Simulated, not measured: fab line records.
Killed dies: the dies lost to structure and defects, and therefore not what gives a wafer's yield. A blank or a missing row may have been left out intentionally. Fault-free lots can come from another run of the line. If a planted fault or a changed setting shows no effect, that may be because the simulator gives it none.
fab line records | flow n5Finfet
[record] lots = 7 | wafers = 21
route steps=1938 shown BEOL_M0_SAQP@686 BEOL_M2@870 BEOL_M3@977 BEOL_M5@1141
startH: hours from the record's opening day to when the first of the lot's shown wafers began | waitH: hours elapsed since this lot's preceding step | " the same as in the row above | L1.1+2: a row that stands for several wafers | - value missing, or start not given | * or withheld: withheld | < > ~ a bound
route shown NAME@n: a module of which the file shows steps, and the number in the route of the first | usual: the fault-free wafers' mean and standard deviation | same: alike in all rows | chamber/n: place in a boat | sites: the reading at each site | _std_site: standard deviation across them | _edge_site: inner sites' mean taken away from outer sites' mean | radiusMm: how far each site lies from the wafer's centre | mask NAME#n: copy n | behind: the last tool/chamber to shape the wafer | hold: the reason the lot was held/the length of the hold in hours/how it ended | device: the transistor (n, p or np) that didn't switch | end of line: the tests these same wafers got at the end of their route | a step given without rows: its recipe and nothing more | killed: count of dies lost to structure and defects at first sort (not the wafer's yield) | map: a wafer's dies, marking killed ones x, the rest . and places with no die _
set.NAME: the setting the step ran with; set.NAME@STEP: the setting that earlier step ran with | model.NAME: the simulator's own value behind a step, which no gauge read
lots where settings were altered on purpose, with a table for each step and a row for each wafer
[[steps]]
[step N5_BEOL_M0_SAQP_EXPOSE_37]
[recipe] maskId = M0_CUT1 | na = 0.33 | sourceShape = annular | sigmaInner = 0.35 | sigmaOuter = 0.8 | polarization = unpolarized | targetCdNm = 30 | doseMj = 44.75
lot.wafer  | tool          | chamber | startH | waitH | mask      | set.doseMj
L074.1+2+6 | euvScanner-01 | 0       | 116.91 | -     | M0_CUT1#0 | 44.75
L076.1+2+3 | euvScanner-02 | 0       | 125.01 | -     | M0_CUT1#0 | 44.75
L082.1+4+6 | euvScanner-02 | 0       | 159.40 | -     | M0_CUT1#0 | 44.75
L087.4+6   | euvScanner-01 | 0       | 187.43 | -     | M0_CUT1#0 | 42.21
L087.5     | "             | 0       | "      | "     | M0_CUT1#0 | 44.75
L089.1+2+4 | euvScanner-01 | 0       | 199.38 | -     | M0_CUT1#0 | 47.41
L094.1+5   | euvScanner-01 | 0       | 231.26 | -     | M0_CUT1#0 | 42.02
L094.3     | "             | 0       | "      | "     | M0_CUT1#0 | 44.75
L095.2+4   | euvScanner-01 | 0       | 242.51 | -     | M0_CUT1#0 | 44.75
L095.6     | "             | 0       | "      | "     | M0_CUT1#0 | 47.86
[step N5_BEOL_M0_SAQP_PEB_38]
[recipe] pebTempC = 100 | pebTimeS = 60 | resist = CAR-EUV
[step N5_BEOL_M0_SAQP_DEVELOP_39]
[recipe] developTimeS = 30 | developer = TMAH | resist = CAR-EUV | rinseLiquid = surfactantRinse | dry = airSpin | devTempC = 23
[step N5_BEOL_M0_SAQP_CD_MEAS_40]
[recipe] targetCdNm = 30 | landingEnergyEv = 500 | detector = seInlens
[usual] cdNm = 29.99/0.24
lot.wafer | tool     | chamber | startH | waitH | set.doseMj@BEOL_M0_SAQP_EXPOSE_37 | cdNm
L074.1    | cdSem-01 | 0       | 117.04 | -     | 44.75                             | 30.01
L074.2    | "        | 0       | "      | "     | 44.75                             | 29.94
L074.6    | "        | 0       | "      | "     | 44.75                             | 30.26
L076.1    | cdSem-03 | 0       | 125.14 | -     | 44.75                             | 30.07
L076.2    | "        | 0       | "      | "     | 44.75                             | 30.00
L076.3    | "        | 0       | "      | "     | 44.75                             | 29.78
L082.1    | cdSem-03 | 0       | 159.53 | -     | 44.75                             | 30.19
L082.4    | "        | 0       | "      | "     | 44.75                             | 30.09
L082.6    | "        | 0       | "      | "     | 44.75                             | 30.08
L087.4    | cdSem-03 | 0       | 187.55 | -     | 42.21                             | 28.77
L087.5    | "        | 0       | "      | "     | 44.75                             | 29.97
L087.6    | "        | 0       | "      | "     | 42.21                             | 28.62
L089.1    | cdSem-02 | 0       | 199.51 | -     | 47.41                             | 30.95
L089.2    | "        | 0       | "      | "     | 47.41                             | 31.03
L089.4    | "        | 0       | "      | "     | 47.41                             | 30.89
L094.1    | cdSem-02 | 0       | 231.39 | -     | 42.02                             | 28.92
L094.3    | "        | 0       | "      | "     | 44.75                             | 30.33
L094.5    | "        | 0       | "      | "     | 42.02                             | 28.46
L095.2    | cdSem-01 | 0       | 242.63 | -     | 44.75                             | 29.51
L095.4    | "        | 0       | "      | "     | 44.75                             | 29.54
L095.6    | "        | 0       | "      | "     | 47.86                             | 30.92
[step N5_BEOL_M0_SAQP_DESCUM_45]
[recipe] chemistry = O2 | timeS = 7 | sourcePowerW = 50 | biasPowerW = 20 | pressureMtorr = 20 | rfFrequencyHz = 2.712e+07 | tempC = 40 | resist = CAR-EUV | o2FlowSccm = 225
lot.wafer  | tool       | chamber | startH | waitH | set.doseMj@BEOL_M0_SAQP_EXPOSE_37 | model.BEOL_M0_SAQP.cdNm
L074.1+6   | rieDiel-06 | 2,1     | 117.17 | 0.0   | 44.75                             | 30
L074.2     | "          | 0       | "      | "     | 44.75                             | 30.2
L076.1     | rieDiel-04 | 2       | 125.87 | 0.6   | 44.75                             | 30
L076.2     | "          | 0       | "      | "     | 44.75                             | 30.2
L076.3     | "          | 1       | "      | "     | 44.75                             | 29.8
L082.1+4   | rieDiel-04 | 3,0     | 160.00 | 0.4   | 44.75                             | 30.2
L082.6     | "          | 1       | "      | "     | 44.75                             | 29.8
L087.4+6   | rieDiel-03 | 2,3     | 187.68 | 0.0   | 42.21                             | 28.6
L087.5     | "          | 2       | "      | "     | 44.75                             | 29.8
L089.1+2+4 | rieDiel-04 | 2,1,0   | 199.64 | 0.0   | 47.41                             | 31
L094.1     | rieDiel-04 | 1       | 231.51 | 0.0   | 42.02                             | 28.8
L094.3     | "          | 0       | "      | "     | 44.75                             | 30.2
L094.5     | "          | 2       | "      | "     | 42.02                             | 28.6
L095.2     | rieDiel-04 | 0       | 242.76 | 0.0   | 44.75                             | 29.8
L095.4     | "          | 3       | "      | "     | 44.75                             | 30
L095.6     | "          | 1       | "      | "     | 47.86                             | 31.2
[step N5_BEOL_M0_SAQP_ETCH_88]
[recipe] chemistry = N2/H2 | target = underlayer | targetDepthA = 65 | timeS = 5.2 | ionEnergyEv = 200 | maskMaterial = CAR-EUV | pressureMtorr = 30 | sourceW = 840 | biasW = 150 | n2FlowSccm = 200 | h2FlowSccm = 200 | ends = cleared
[step N5_BEOL_M0_SAQP_ETCH_73]
[recipe] chemistry = CF4 | target = SiARC | targetDepthA = 195 | maskMaterial = CAR-EUV | timeS = 32.5 | ionEnergyEv = 80 | pressureMtorr = 40 | sourceW = 545 | biasW = 36 | Ar_flow_sccm = 100 | cf4FlowSccm = 100 | ends = cleared
lot.wafer | tool       | chamber | startH | waitH | set.doseMj@BEOL_M0_SAQP_EXPOSE_37 | model.BEOL_M0_SAQP.cdNm
L074.1+2  | rieDiel-06 | 2,0     | 117.22 | 0.0   | 44.75                             | 30
L074.6    | "          | 1       | "      | "     | 44.75                             | 29.8
L076.1+2  | rieDiel-04 | 2,0     | 125.92 | 0.0   | 44.75                             | 30.2
L076.3    | "          | 1       | "      | "     | 44.75                             | 29.8
L082.1+4  | rieDiel-04 | 3,0     | 160.05 | 0.0   | 44.75                             | 30.2
L082.6    | "          | 1       | "      | "     | 44.75                             | 29.8
L087.4+6  | rieDiel-03 | 2,3     | 187.73 | 0.0   | 42.21                             | 28.8
L087.5    | "          | 2       | "      | "     | 44.75                             | 29.8
L089.1    | rieDiel-04 | 2       | 199.69 | 0.0   | 47.41                             | 31
L089.2    | "          | 1       | "      | "     | 47.41                             | 30.8
L089.4    | "          | 0       | "      | "     | 47.41                             | 31.2
L094.1    | rieDiel-04 | 1       | 231.56 | 0.0   | 42.02                             | 28.8
L094.3    | "          | 0       | "      | "     | 44.75                             | 30.2
L094.5    | "          | 2       | "      | "     | 42.02                             | 28.6
L095.2    | rieDiel-04 | 0       | 242.81 | 0.0   | 44.75                             | 29.8
L095.4    | "          | 3       | "      | "     | 44.75                             | 30
L095.6    | "          | 1       | "      | "     | 47.86                             | 31.2
[step N5_BEOL_M0_SAQP_CUT_ETCH_46]
[recipe] chemistry = N2/H2 | target = SOC | targetDepthA = 1350 | overetchA = 270 | tempC = 40 | timeS = 202.5 | ionEnergyEv = 200 | maskMaterial = SiARC | pressureMtorr = 30 | sourceW = 840 | biasW = 150 | n2FlowSccm = 200 | h2FlowSccm = 200
[usual] rfVppV = 524.2/2.6
lot.wafer | tool       | chamber | startH | waitH | set.sourceW | rfVppV | model.SiARC_of_BEOL_M0_SAQP_COAT_72.thkNm
L074.1    | rieDiel-06 | 2       | 117.25 | 0.0   | 938.9       | 502.0  | 4.4
L074.2    | "          | 0       | "      | "     | 938.9       | 507.7  | 4.2
L074.6    | "          | 1       | "      | "     | 938.9       | 501.8  | 4
L076.1    | rieDiel-04 | 2       | 125.95 | 0.0   | 840         | 526.2  | 4.8
L076.2    | "          | 0       | "      | "     | 840         | 522.7  | 4.8
L076.3    | "          | 1       | "      | "     | 767.1       | 542.0  | 5.2
L082.1    | rieDiel-04 | 3       | 160.08 | 0.0   | 840         | 528.5  | 4.8
L082.4    | "          | 0       | "      | "     | 840         | 521.2  | 4.8
L082.6    | "          | 1       | "      | "     | 840         | 527.9  | 4.8
L087.4    | rieDiel-03 | 2       | 187.76 | 0.0   | 840         | 526.5  | 4.8
L087.5    | "          | 2       | "      | "     | 840         | 526.2  | 5
L087.6    | "          | 3       | "      | "     | 927.9       | 505.3  | 4.4
L089.1    | rieDiel-04 | 2       | 199.72 | 0.0   | 840         | 525.3  | 4.8
L089.2    | "          | 1       | "      | "     | 975.8       | 502.0  | 4
L089.4    | "          | 0       | "      | "     | 840         | 522.2  | 4.8
L094.1    | rieDiel-04 | 1       | 231.60 | 0.0   | 921.2       | 510.6  | 4.4
L094.3    | "          | 0       | "      | "     | 840         | 522.8  | 4.8
L094.5    | "          | 2       | "      | "     | 840         | 525.8  | 4.6
L095.2    | rieDiel-04 | 0       | 242.84 | 0.0   | 969.9       | 496.6  | 4
L095.4    | "          | 3       | "      | "     | 969.9       | 502.8  | 4
L095.6    | "          | 1       | "      | "     | 840         | 526.9  | 5
[step N5_BEOL_M2_COAT_22]
[recipe] resist = CAR-EUV | spinRpm = 1500 | resistThkNm = 30
lot.wafer  | tool          | chamber | startH | waitH | set.spinRpm | model.CAR-EUV_of_BEOL_M2_COAT_22.thkNm
L074.1+2   | lithoTrack-01 | 0       | -      | -     | 1500        | 30
L074.6     | "             | 0       | "      | "     | 1387        | 31.2
L076.1+2+3 | lithoTrack-01 | 0       | -      | -     | 1500        | 30
L082.1+4+6 | lithoTrack-01 | 0       | -      | -     | 1500        | 30
L087.4     | lithoTrack-03 | 0       | -      | -     | 1500        | 30
L087.5     | "             | 0       | "      | "     | 1424        | 30.8
L087.6     | "             | 0       | "      | "     | 1424        | 30.6
L089.1     | lithoTrack-01 | 0       | -      | -     | 1500        | 30
L089.2     | "             | 0       | "      | "     | 1633        | 28.8
L089.4     | "             | 0       | "      | "     | 1500        | 30.2
L094.1     | lithoTrack-04 | 0       | -      | -     | 1500        | 30
L094.3     | "             | 0       | "      | "     | 1500        | 30.2
L094.5     | "             | 0       | "      | "     | 1622        | 29
L095.2+4   | lithoTrack-01 | 0       | -      | -     | 1500        | 30
L095.6     | "             | 0       | "      | "     | 1590        | 29
[step N5_BEOL_M2_EBR_24]
[recipe] solvent = PGMEA | ebrWidthMm = 1.5
[step N5_BEOL_M2_SOFTBAKE_23]
[recipe] tempC = 110 | timeS = 60 | resist = CAR-EUV
[step N5_BEOL_M2_EXPOSE_25]
[recipe] maskId = V1 | na = 0.33 | sourceShape = quasar | sigmaInner = 0.2 | sigmaOuter = 0.8 | polarization = unpolarized | defocusNm = 5 | doseMj = 63
[step N5_BEOL_M2_PEB_26]
[recipe] pebTempC = 100 | pebTimeS = 60 | resist = CAR-EUV
[step N5_BEOL_M2_DEVELOP_27]
[recipe] developTimeS = 30 | developer = TMAH | resist = CAR-EUV | rinseLiquid = surfactantRinse | dry = airSpin | devTempC = 23
lot.wafer  | tool          | chamber | startH | waitH | set.spinRpm@BEOL_M2_COAT_22 | model.CAR-EUV_of_BEOL_M2_COAT_22.thkNm
L074.1     | lithoTrack-03 | 0       | -      | -     | 1500                        | 29.4
L074.2     | "             | 0       | "      | "     | 1500                        | 29.6
L074.6     | "             | 0       | "      | "     | 1387                        | 30.6
L076.1+2+3 | lithoTrack-04 | 0       | -      | -     | 1500                        | 29.6
L082.1+4+6 | lithoTrack-01 | 0       | -      | -     | 1500                        | 29.6
L087.4     | lithoTrack-04 | 0       | -      | -     | 1500                        | 29.6
L087.5     | "             | 0       | "      | "     | 1424                        | 30.4
L087.6     | "             | 0       | "      | "     | 1424                        | 30.2
L089.1+4   | lithoTrack-04 | 0       | -      | -     | 1500                        | 29.6
L089.2     | "             | 0       | "      | "     | 1633                        | 28.2
L094.1+3   | lithoTrack-04 | 0       | -      | -     | 1500                        | 29.6
L094.5     | "             | 0       | "      | "     | 1622                        | 28.6
L095.2+4   | lithoTrack-04 | 0       | -      | -     | 1500                        | 29.4
L095.6     | "             | 0       | "      | "     | 1590                        | 28.6
[step N5_BEOL_M2_ETCH_69]
[recipe] chemistry = CF4 | target = SiARC | targetDepthA = 156 | maskMaterial = CAR-EUV | timeS = 26 | ionEnergyEv = 80 | pressureMtorr = 40 | sourceW = 545 | biasW = 36 | Ar_flow_sccm = 100 | cf4FlowSccm = 100 | ends = cleared
[usual] etchRfOnTimeS = 26.2/0.38 | rfVppV = 183.9/1
lot.wafer | tool       | chamber | startH | waitH | set.biasW | etchRfOnTimeS | rfVppV
L074.1    | rieDiel-05 | 1       | 136.90 | 0.0   | 36        | 26.0          | 182.1
L074.2    | "          | 0       | "      | "     | 36        | 26.5          | 183.4
L074.6    | "          | 0       | "      | "     | 36        | 26.7          | 184.7
L076.1    | rieDiel-05 | 1       | 150.33 | 0.0   | 36        | 25.9          | 183.7
L076.2    | "          | 3       | "      | "     | 32.44     | 26.7          | 171.1
L076.3    | "          | 0       | "      | "     | 32.44     | 27.4          | 172.6
L082.1    | rieDiel-01 | 2       | 192.71 | 0.0   | 36        | 26.5          | 184.5
L082.4    | "          | 3       | "      | "     | 36        | 26.2          | 183.3
L082.6    | "          | 2       | "      | "     | 36        | 26.5          | 184.0
L087.4    | rieDiel-01 | 2       | 216.71 | 0.0   | 32.58     | 27.3          | 172.3
L087.5    | "          | 2       | "      | "     | 36        | 26.3          | 184.9
L087.6    | "          | 3       | "      | "     | 32.58     | 27.0          | 171.0
L089.1    | rieDiel-02 | 3       | 229.10 | 0.0   | 40.62     | 24.7          | 198.4
L089.2    | "          | 0       | "      | "     | 40.62     | 24.4          | 198.9
L089.4    | "          | 1       | "      | "     | 36        | 25.6          | 187.3
L094.1    | rieDiel-02 | 2       | 260.14 | 0.0   | 36        | 25.3          | 183.6
L094.3    | "          | 1       | "      | "     | 36        | 26.1          | 185.2
L094.5    | "          | 3       | "      | "     | 32.02     | 27.0          | 171.9
L095.2    | rieDiel-05 | 3       | 265.40 | 0.0   | 33.54     | 26.8          | 175.1
L095.4    | "          | 3       | "      | "     | 36        | 26.5          | 182.7
L095.6    | "          | 2       | "      | "     | 33.54     | 27.2          | 174.3
[step N5_BEOL_M3_VIA_ETCH_34]
[recipe] chemistry = C4F6/O2 | targetDepthA = 694 | maskMaterial = SOC | pressureMtorr = 15 | ionEnergyEv = 250 | taperDeg = 4 | timeS = 65.9 | sourceW = 350 | biasW = 170 | Ar_flow_sccm = 300 | C4F6_flow_sccm = 10 | O2_flow_sccm = 10
[usual] rfVppV = 670/5.5
lot.wafer | tool       | chamber | startH | waitH | set.biasW | rfVppV | model.etch.depthNm
L074.1    | rieDiel-06 | 1       | 167.75 | 0.0   | 148.9     | 603    | 66.86
L074.2    | "          | 3       | "      | "     | 170       | 674    | 70.49
L074.6    | "          | 1       | "      | "     | 170       | 670    | 69.8
L076.1    | rieDiel-04 | 0       | 174.03 | 0.0   | 184.8     | 701    | 71.44
L076.2    | "          | 3       | "      | "     | 170       | 663    | 71.19
L076.3    | "          | 1       | "      | "     | 184.8     | 709    | 72.18
L082.1    | rieDiel-06 | 0       | 214.24 | 0.0   | 170       | 676    | 68.84
L082.4    | "          | 3       | "      | "     | 170       | 672    | 69.47
L082.6    | "          | 0       | "      | "     | 170       | 677    | 68.56
L087.4    | rieDiel-03 | 1       | 240.99 | 0.0   | 170       | 670    | 68.09
L087.5    | "          | 1       | "      | "     | 170       | 671    | 68.16
L087.6    | "          | 0       | "      | "     | 170       | 670    | 70.18
L089.1    | rieDiel-03 | 0       | 253.44 | 0.0   | 170       | 671    | 71.15
L089.2    | "          | 2       | "      | "     | 161       | 648    | 68.99
L089.4    | "          | 3       | "      | "     | 161       | 640    | 67.75
L094.1    | rieDiel-03 | 2       | 282.65 | 0.0   | 170       | 678    | 69.25
L094.3    | "          | 3       | "      | "     | 141.9     | 578    | 65.31
L094.5    | "          | 2       | "      | "     | 170       | 677    | 70.06
L095.2    | rieDiel-06 | 3       | 292.84 | 0.0   | 170       | 672    | 69.28
L095.4    | "          | 0       | "      | "     | 200       | 768    | 71.44
L095.6    | "          | 2       | "      | "     | 170       | 664    | 68.04
[step N5_BEOL_M5_COAT_74]
[recipe] resist = underlayer | tempC = 205 | timeS = 60 | spinRpm = 1500 | resistThkNm = 5
lot.wafer  | tool          | chamber | startH | waitH | set.spinRpm
L074.1+6   | lithoTrack-05 | 0       | -      | -     | 1500
L074.2     | "             | 0       | "      | "     | 1600
L076.1+2+3 | lithoTrack-05 | 0       | -      | -     | 1500
L082.1+4+6 | lithoTrack-05 | 0       | -      | -     | 1500
L087.4     | lithoTrack-05 | 0       | -      | -     | 1500
L087.5+6   | "             | 0       | "      | "     | 1593
L089.1+2+4 | lithoTrack-03 | 0       | -      | -     | 1500
L094.1+3   | lithoTrack-04 | 0       | -      | -     | 1442
L094.5     | "             | 0       | "      | "     | 1500
L095.2+4+6 | lithoTrack-05 | 0       | -      | -     | 1500
[step N5_BEOL_M5_COAT_22]
[recipe] resist = CAR-EUV | spinRpm = 1500 | resistThkNm = 30
lot.wafer  | tool          | chamber | startH | waitH | set.spinRpm | model.CAR-EUV_of_BEOL_M5_COAT_22.thkNm
L074.1+2+6 | lithoTrack-05 | 0       | -      | -     | 1500        | 30
L076.1+2   | lithoTrack-05 | 0       | -      | -     | 1500        | 30
L076.3     | "             | 0       | "      | "     | 1566        | 29.2
L082.1+4+6 | lithoTrack-05 | 0       | -      | -     | 1500        | 30
L087.4     | lithoTrack-05 | 0       | -      | -     | 1608        | 28.8
L087.5     | "             | 0       | "      | "     | 1608        | 29
L087.6     | "             | 0       | "      | "     | 1500        | 30
L089.1     | lithoTrack-03 | 0       | -      | -     | 1576        | 29.4
L089.2+4   | "             | 0       | "      | "     | 1500        | 30
L094.1+5   | lithoTrack-04 | 0       | -      | -     | 1500        | 30.2
L094.3     | "             | 0       | "      | "     | 1500        | 30
L095.2+4   | lithoTrack-05 | 0       | -      | -     | 1500        | 30
L095.6     | "             | 0       | "      | "     | 1500        | 29.8
[step N5_BEOL_M5_EBR_24]
[recipe] solvent = PGMEA | ebrWidthMm = 1.5
[step N5_BEOL_M5_SOFTBAKE_23]
[recipe] tempC = 110 | timeS = 60 | resist = CAR-EUV
[step N5_BEOL_M5_DESCUM_33]
[recipe] chemistry = O2 | timeS = 7 | sourcePowerW = 50 | biasPowerW = 20 | pressureMtorr = 20 | rfFrequencyHz = 2.712e+07 | tempC = 40 | resist = CAR-EUV | o2FlowSccm = 225
lot.wafer  | tool       | chamber | startH | waitH | set.spinRpm@BEOL_M5_COAT_22 | model.CAR-EUV_of_BEOL_M5_COAT_22.thkNm
L074.1+2+6 | rieDiel-04 | 0,3,0   | 187.50 | 0.1   | 1500                        | 26
L076.1     | rieDiel-03 | 3       | 195.03 | 0.0   | 1500                        | 26
L076.2     | "          | 1       | "      | "     | 1500                        | 26.2
L076.3     | "          | 2       | "      | "     | 1566                        | 25.4
L082.1+4+6 | rieDiel-06 | 1,3,1   | 240.68 | 0.3   | 1500                        | 26
L087.4+5   | rieDiel-06 | 0,2     | 264.99 | 0.0   | 1608                        | 25
L087.6     | "          | 3       | "      | "     | 1500                        | 26
L089.1     | rieDiel-03 | 0       | 275.63 | 0.0   | 1576                        | 25.4
L089.2+4   | "          | 2,0     | "      | "     | 1500                        | 26
L094.1+3+5 | rieDiel-06 | 3,0,0   | 306.15 | 0.0   | 1500                        | 26.2
L095.2+4+6 | rieDiel-04 | 2,0,0   | 316.00 | 0.3   | 1500                        | 26
[step N5_BEOL_M5_ETCH_75]
[recipe] chemistry = N2/H2 | target = underlayer | targetDepthA = 65 | maskMaterial = CAR-EUV | timeS = 5.2 | ionEnergyEv = 200 | pressureMtorr = 30 | sourceW = 840 | biasW = 150 | n2FlowSccm = 200 | h2FlowSccm = 200 | ends = cleared
lot.wafer | tool       | chamber | startH | waitH | set.spinRpm@BEOL_M5_COAT_74 | set.spinRpm@BEOL_M5_COAT_22 | model.CAR-EUV_of_BEOL_M5_COAT_22.thkNm | model.etch.depthNm
L074.1    | rieDiel-04 | 0       | 187.53 | 0.0   | 1500                        | 1500                        | 20.2                                   | 4.991
L074.2    | "          | 3       | "      | "     | 1600                        | 1500                        | 20.6                                   | 4.84
L074.6    | "          | 0       | "      | "     | 1500                        | 1500                        | 20.2                                   | 5
L076.1    | rieDiel-03 | 3       | 195.07 | 0.0   | 1500                        | 1500                        | 20.4                                   | 4.976
L076.2    | "          | 1       | "      | "     | 1500                        | 1500                        | 20.4                                   | 4.982
L076.3    | "          | 2       | "      | "     | 1500                        | 1566                        | 19.8                                   | 4.972
L082.1    | rieDiel-06 | 1       | 240.72 | 0.0   | 1500                        | 1500                        | 20.2                                   | 4.969
L082.4    | "          | 3       | "      | "     | 1500                        | 1500                        | 20.4                                   | 4.958
L082.6    | "          | 1       | "      | "     | 1500                        | 1500                        | 20.2                                   | 4.971
L087.4    | rieDiel-06 | 0       | 265.02 | 0.0   | 1500                        | 1608                        | 19.2                                   | 4.988
L087.5    | "          | 2       | "      | "     | 1593                        | 1608                        | 19.6                                   | 4.847
L087.6    | "          | 3       | "      | "     | 1593                        | 1500                        | 20.6                                   | 4.827
L089.1    | rieDiel-03 | 0       | 275.66 | 0.0   | 1500                        | 1576                        | 19.8                                   | 5.002
L089.2    | "          | 2       | "      | "     | 1500                        | 1500                        | 20.4                                   | 5.016
L089.4    | "          | 0       | "      | "     | 1500                        | 1500                        | 20.4                                   | 5.009
L094.1    | rieDiel-06 | 3       | 306.18 | 0.0   | 1442                        | 1500                        | 20.4                                   | 5.115
L094.3    | "          | 0       | "      | "     | 1442                        | 1500                        | 20.2                                   | 5.122
L094.5    | "          | 0       | "      | "     | 1500                        | 1500                        | 20.6                                   | 5.024
L095.2    | rieDiel-04 | 2       | 316.03 | 0.0   | 1500                        | 1500                        | 20.2                                   | 4.98
L095.4    | "          | 0       | "      | "     | 1500                        | 1500                        | 20.2                                   | 4.998
L095.6    | "          | 0       | "      | "     | 1500                        | 1500                        | 20.2                                   | 4.994
[step N5_BEOL_M5_VIA_ETCH_34]
[recipe] chemistry = C4F6/O2 | target = SiCOH_lowk | targetDepthA = 883 | maskMaterial = SOC | taperDeg = 4 | timeS = 39.2 | ionEnergyEv = 250 | pressureMtorr = 30 | sourceW = 345 | biasW = 185 | Ar_flow_sccm = 300 | C4F6_flow_sccm = 10 | O2_flow_sccm = 10
[usual] rfVppV = 668/6.5
lot.wafer | tool       | chamber | startH | waitH | set.biasW | rfVppV
L074.1    | rieDiel-04 | 0       | 187.68 | 0.0   | 185       | 656
L074.2    | "          | 3       | "      | "     | 185       | 664
L074.6    | "          | 0       | "      | "     | 185       | 655
L076.1    | rieDiel-03 | 3       | 195.21 | 0.0   | 185       | 668
L076.2    | "          | 1       | "      | "     | 199.5     | 712
L076.3    | "          | 2       | "      | "     | 185       | 680
L082.1    | rieDiel-06 | 1       | 240.86 | 0.0   | 185       | 672
L082.4    | "          | 3       | "      | "     | 185       | 675
L082.6    | "          | 1       | "      | "     | 185       | 671
L087.4    | rieDiel-06 | 0       | 265.17 | 0.0   | 171.2     | 636
L087.5    | "          | 2       | "      | "     | 185       | 664
L087.6    | "          | 3       | "      | "     | 171.2     | 632
L089.1    | rieDiel-03 | 0       | 275.81 | 0.0   | 185       | 671
L089.2    | "          | 2       | "      | "     | 185       | 679
L089.4    | "          | 0       | "      | "     | 198.6     | 711
L094.1    | rieDiel-06 | 3       | 306.33 | 0.0   | 185       | 671
L094.3    | "          | 0       | "      | "     | 172.8     | 640
L094.5    | "          | 0       | "      | "     | 185       | 675
L095.2    | rieDiel-04 | 2       | 316.18 | 0.0   | 185       | 666
L095.4    | "          | 0       | "      | "     | 185       | 656
L095.6    | "          | 0       | "      | "     | 172       | 620
[step N5_BEOL_M5_TRENCH_ETCH_37]
[recipe] chemistry = C4F6/O2 | targetDepthA = 716.52 | target = SiCOH_lowk | timeS = 24.7 | ionEnergyEv = 250 | pressureMtorr = 30 | sourceW = 345 | biasW = 185 | Ar_flow_sccm = 300 | C4F6_flow_sccm = 10 | O2_flow_sccm = 10
[usual] rfVppV = 668/6.3
lot.wafer | tool       | chamber | startH | waitH | set.biasW | rfVppV
L074.1    | rieDiel-04 | 0       | -      | -     | 185       | 655
L074.2    | "          | 3       | "      | "     | 156.7     | 580
L074.6    | "          | 0       | "      | "     | 156.7     | 574
L076.1    | rieDiel-03 | 3       | -      | -     | 185       | 667
L076.2    | "          | 1       | "      | "     | 201       | 718
L076.3    | "          | 2       | "      | "     | 185       | 678
L082.1    | rieDiel-06 | 1       | -      | -     | 185       | 672
L082.4    | "          | 3       | "      | "     | 185       | 673
L082.6    | "          | 1       | "      | "     | 185       | 671
L087.4    | rieDiel-06 | 0       | -      | -     | 169       | 628
L087.5    | "          | 2       | "      | "     | 185       | 665
L087.6    | "          | 3       | "      | "     | 169       | 627
L089.1    | rieDiel-03 | 0       | -      | -     | 185       | 671
L089.2    | "          | 2       | "      | "     | 185       | 679
L089.4    | "          | 0       | "      | "     | 204.8     | 727
L094.1    | rieDiel-06 | 3       | -      | -     | 185       | 673
L094.3    | "          | 0       | "      | "     | 185       | 674
L094.5    | "          | 0       | "      | "     | 185       | 676
L095.2    | rieDiel-04 | 2       | -      | -     | 185       | 666
L095.4    | "          | 0       | "      | "     | 185       | 655
L095.6    | "          | 0       | "      | "     | 185       | 654
[[key]]
[split] step = N5_BEOL_M0_SAQP_EXPOSE_37 | setting = doseMj | stated = 44.75 | by = wafer
[response] step = N5_BEOL_M0_SAQP_CD_MEAS_40 | reading = cdNm | change = +0.228 | per = 1% | r = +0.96
[response] step = N5_BEOL_M0_SAQP_DESCUM_45 | reading = model.BEOL_M0_SAQP.cdNm | change = +0.212 | per = 1% | r = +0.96
[response] step = N5_BEOL_M0_SAQP_ETCH_73 | reading = model.BEOL_M0_SAQP.cdNm | change = +0.203 | per = 1% | r = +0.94
[split] step = N5_BEOL_M0_SAQP_CUT_ETCH_46 | setting = sourceW | stated = 840 | by = wafer
[response] step = N5_BEOL_M0_SAQP_CUT_ETCH_46 | reading = rfVppV | change = -1.64 | per = 1% | r = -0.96
[response] step = N5_BEOL_M0_SAQP_CUT_ETCH_46 | reading = model.SiARC_of_BEOL_M0_SAQP_COAT_72.thkNm | change = -0.0514 | per = 1% | r = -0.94
[split] step = N5_BEOL_M2_COAT_22 | setting = spinRpm | stated = 1500 | by = wafer
[response] step = N5_BEOL_M2_COAT_22 | reading = model.CAR-EUV_of_BEOL_M2_COAT_22.thkNm | change = -0.148 | per = 1% | r = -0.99
[response] step = N5_BEOL_M2_DEVELOP_27 | reading = model.CAR-EUV_of_BEOL_M2_COAT_22.thkNm | change = -0.141 | per = 1% | r = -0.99
[split] step = N5_BEOL_M2_ETCH_69 | setting = biasW | stated = 36 | by = wafer
[response] step = N5_BEOL_M2_ETCH_69 | reading = etchRfOnTimeS | change = * | per = 1% | r = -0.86
[response] step = N5_BEOL_M2_ETCH_69 | reading = rfVppV | change = +1.12 | per = 1% | r = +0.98
[split] step = N5_BEOL_M3_VIA_ETCH_34 | setting = biasW | stated = 170 | by = wafer
[response] step = N5_BEOL_M3_VIA_ETCH_34 | reading = rfVppV | change = +5.65 | per = 1% | r = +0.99
[response] step = N5_BEOL_M3_VIA_ETCH_34 | reading = model.etch.depthNm | change = +0.216 | per = 1% | r = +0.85
[split] step = N5_BEOL_M5_COAT_74 | setting = spinRpm | stated = 1500 | by = wafer
[response] step = N5_BEOL_M5_ETCH_75 | reading = model.etch.depthNm | change = -0.0239 | per = 1% | r = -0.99
[response] step = N5_BEOL_M5_ETCH_75 | reading = model.CAR-EUV_of_BEOL_M5_COAT_22.thkNm | slope = +0.0659 | per = 1% | togetherWith = spinRpm@BEOL_M5_COAT_22 | explained = 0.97
[split] step = N5_BEOL_M5_COAT_22 | setting = spinRpm | stated = 1500 | by = wafer
[response] step = N5_BEOL_M5_COAT_22 | reading = model.CAR-EUV_of_BEOL_M5_COAT_22.thkNm | change = -0.149 | per = 1% | r = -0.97
[response] step = N5_BEOL_M5_DESCUM_33 | reading = model.CAR-EUV_of_BEOL_M5_COAT_22.thkNm | change = -0.138 | per = 1% | r = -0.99
[response] step = N5_BEOL_M5_ETCH_75 | reading = model.CAR-EUV_of_BEOL_M5_COAT_22.thkNm | slope = -0.133 | per = 1% | togetherWith = spinRpm@BEOL_M5_COAT_74 | explained = 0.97
[split] step = N5_BEOL_M5_VIA_ETCH_34 | setting = biasW | stated = 185 | by = wafer
[response] step = N5_BEOL_M5_VIA_ETCH_34 | reading = rfVppV | change = +4.9 | per = 1% | r = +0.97
[split] step = N5_BEOL_M5_TRENCH_ETCH_37 | setting = biasW | stated = 185 | by = wafer
[response] step = N5_BEOL_M5_TRENCH_ETCH_37 | reading = rfVppV | change = +4.95 | per = 1% | r = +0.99
